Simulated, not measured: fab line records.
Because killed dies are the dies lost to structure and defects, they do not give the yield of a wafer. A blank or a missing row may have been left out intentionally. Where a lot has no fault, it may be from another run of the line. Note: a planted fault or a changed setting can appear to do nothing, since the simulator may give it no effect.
Struck lot and sound lot, side by side ; flow nand-harc ; 42 steps out of a route of 1159
Sound: wafers L558.4, L558.5, L558.6. Struck: wafers L574.3, L574.5. (L574.6 of the same lot was not struck and is left out.) The cause comes at the end.
Order at every step that has rows: each side's tool, ch and its chambers, its first start. Under that, the readings that differ: sound wafers ; struck wafers ; difference of the means ; sigmas: that difference in standard deviations of wafers without a fault.
alike: readings whose means differ by less than 2 such deviations, and words and numbers that are the same on both sides. not compared: withheld readings, readings that some wafer has no value for, bounds like >300 that may hide the same value, and numbers for which the record gives no deviation and whose values overlap.
Wherever a step has rows on one side only, a row that says differs or no value, or a row with sigmas, the two part there. When numbers do not overlap yet have no deviation, they are printed without sigmas and do not part them. Lack of a reading on every wafer of one side parts them only where that side has two or more wafers.

NHARC_P_GATE_STRIP_101: strips in O2, time 20 s.
  sound on rie-diel-03 ch 0,1,3, day 5 11:31; struck on rie-diel-02 ch 0,1, day 9 15:58
  alike: drypump-motor-current-A, oes-product-au, rf-vpp-V, showerhead-plenum-p-Torr, throttle-valve-pct
  not compared: rf-hours-counter-h
then, 11 steps without rows for these wafers: NHARC_P_GATE_PRECLEAN_97 (cleans in SPM, time 600 s); NHARC_P_GATE_SRD_98; NHARC_P_GATE_PRECLEAN_99 (cleans in SC1); NHARC_P_GATE_SRD_100; NHARC_P_GATE_DEHYDRATE_38 (time 120 s); NHARC_P_GATE_HMDS_39 (time 30 s); NHARC_P_GATE_COAT_40; NHARC_P_GATE_SOFTBAKE_41 (time 95 s); NHARC_P_GATE_EBR_42; NHARC_P_GATE_EXPOSE_43 (exposes mask P NSD, target cd 720 nm); NHARC_P_GATE_PEB_44 (peb time 85 s).
NHARC_P_GATE_DEVELOP_45: time 70 s.
  sound on litho-track-07 ch 0, day 5 12:00; struck on litho-track-02 ch 0, day 9 16:00
then, 1 step without rows for these wafers: NHARC_P_GATE_HARDBAKE_47 (time 80 s).
NHARC_P_GATE_DESCUM_48: chemistry O2, time 3 s.
  sound on rie-diel-11 ch 0,1,2, day 5 12:37; struck on rie-diel-03 ch 0,2, day 9 17:06
reading;sound;struck;difference;sigmas
model.P_GATE.cd-nm (nm);722.5 720.7 720.3;119.4 121.3;-600.8;
  alike: drypump-motor-current-A, oes-product-au, rf-vpp-V, showerhead-plenum-p-Torr, throttle-valve-pct
  not compared: rf-hours-counter-h
following that, these wafers have no rows for 1 step: NHARC_P_GATE_IMPLANT_49.
NHARC_P_GATE_STRIP_111: strips in N2/H2, time 250 s.
  sound on plasma-asher-01 ch 0,1, day 5 13:03; struck on plasma-asher-02 ch 0, day 9 18:19
  alike: drypump-motor-current-A, heater-power-w
  not compared: rf-hours-counter-h
NHARC_P_GATE_STRIP_75: strips in O2.
  sound on plasma-asher-01 ch 0,1, day 5 13:16; struck on plasma-asher-02 ch 0, day 9 18:29
  alike: drypump-motor-current-A, heater-power-w
  not compared: rf-hours-counter-h
then, 12 steps without rows for these wafers: NHARC_P_GATE_STRIP_50 (strips in SPM, time 900 s); NHARC_P_GATE_DEHYDRATE_51 (time 120 s); NHARC_P_GATE_HMDS_52 (time 30 s); NHARC_P_GATE_COAT_53; NHARC_P_GATE_SOFTBAKE_54 (time 95 s); NHARC_P_GATE_EBR_55; NHARC_P_GATE_EXPOSE_56 (exposes mask P PSD, target cd 720 nm); NHARC_P_GATE_PEB_57 (peb time 85 s); NHARC_P_GATE_DEVELOP_58 (time 70 s); NHARC_P_GATE_HARDBAKE_60 (time 80 s); NHARC_P_GATE_DESCUM_61 (chemistry O2, time 3 s); NHARC_P_GATE_IMPLANT_62.
NHARC_P_GATE_STRIP_112: strips in N2/H2, time 200 s.
  sound on plasma-asher-02 ch 0,1, day 5 14:40; struck on plasma-asher-02 ch 0,1, day 9 20:01
  alike: drypump-motor-current-A, heater-power-w
  not compared: rf-hours-counter-h
NHARC_P_GATE_STRIP_76: strips in O2.
  sound on plasma-asher-02 ch 0,1, day 5 14:52; struck on plasma-asher-02 ch 0,1, day 9 20:13
  alike: drypump-motor-current-A, heater-power-w
  not compared: rf-hours-counter-h
then, 8 steps without rows for these wafers: NHARC_P_GATE_STRIP_63 (strips in SPM, time 900 s); NHARC_P_GATE_DEHYDRATE_83 (time 120 s); NHARC_P_GATE_HMDS_84 (time 30 s); NHARC_P_GATE_COAT_85; NHARC_P_GATE_SOFTBAKE_86 (time 95 s); NHARC_P_GATE_EBR_87; NHARC_P_GATE_EXPOSE_88 (exposes mask P HVN, target cd 2000 nm); NHARC_P_GATE_PEB_89 (peb time 85 s).
NHARC_P_GATE_DESCUM_93: chemistry O2, time 3 s.
  sound on rie-diel-11 ch 1,2,3, day 5 15:49; struck on rie-diel-11 ch 1,2, day 9 21:10
reading;sound;struck;difference;sigmas
model.P_GATE.cd-nm (nm);1997 1999 1999;119.4 121.3;-1878.0;
  alike: drypump-motor-current-A, oes-product-au, rf-vpp-V, showerhead-plenum-p-Torr, throttle-valve-pct
  not compared: rf-hours-counter-h
-- break in the record here, with 14 days between the starts of the struck wafers on either side (left off in module P_GATE, picked up again in module END, where the first step shown is number 1159 on the route) --
NHARC_END_SORT_01:
  here the record holds rows for the struck wafers (prober-02 ch 0, day 23 15:33) but none for the sound ones

== WHERE THEY PART ==
NHARC_END_SORT_01 only, going by this record.

WHY: the cause the simulator had injected
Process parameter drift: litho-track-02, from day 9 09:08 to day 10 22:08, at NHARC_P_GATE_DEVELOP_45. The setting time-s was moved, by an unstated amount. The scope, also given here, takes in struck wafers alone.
